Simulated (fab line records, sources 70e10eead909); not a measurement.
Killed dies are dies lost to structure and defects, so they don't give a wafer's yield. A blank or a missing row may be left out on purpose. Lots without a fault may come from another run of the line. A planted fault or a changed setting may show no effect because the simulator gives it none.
Which tool did it? | flow nand_harc | 12 lots, 36 wafers sampled, at 1 step of a route of 1302

WHAT THE GAUGES READ, wafer by wafer
NHARC_A_M1_OVL_MEAS_10: pitch 240 nm.
lot  | measured     | on         | overlay_x_nm (nm)
L075 | day 23 07:02 | overlay-01 | -0.8 -1.1 -0.7
L077 | day 24 02:43 | overlay-02 | 0.1 0.0 -0.4
L079 | day 25 05:19 | overlay-02 | 0.3 0.5 0.4
L083 | day 26 02:45 | overlay-01 | 2.1 2.5 2.5
L082 | day 26 04:11 | overlay-01 | -0.5 -0.8 -0.4
L085 | day 26 19:53 | overlay-01 | -0.2 0.0 -1.0
L086 | day 28 04:23 | overlay-01 | -0.6 -0.9 -1.4
L088 | day 28 22:30 | overlay-02 | -0.5 -0.6 -0.3
L091 | day 30 03:07 | overlay-02 | 1.4 0.6 1.1
L092 | day 30 19:41 | overlay-02 | 0.3 -0.2 0.1
L095 | day 31 10:56 | overlay-01 | 0.4 0.7 0.6
L097 | day 32 14:25 | overlay-02 | -0.3 -0.4 -0.6

WHICH TOOL RAN EACH LOT (tool, then ch and the chambers of the sampled wafers, then the start)
The record holds no process step before these readings.

THE ANSWER, worked out from the rows above alone
Rule: what is usual is taken from the lots themselves. Put in order of their means at a reading, lots are off if they are a third of the lots or fewer, leave a main group of 4 or more, and stand apart from it by a gap of 3 or more times the standard deviation of the main group's means; of several such gaps the widest counts. A main group whose means are all the same, to the digits that the tables above print for the reading, isn't used. A lot without any number at a reading at which 4 lots or more have one is off too. The other lots that the step has rows for count as sound.
No lot is off at any reading shown: from this, nothing can be told.

WHAT THE SIMULATOR HAD PUT IN
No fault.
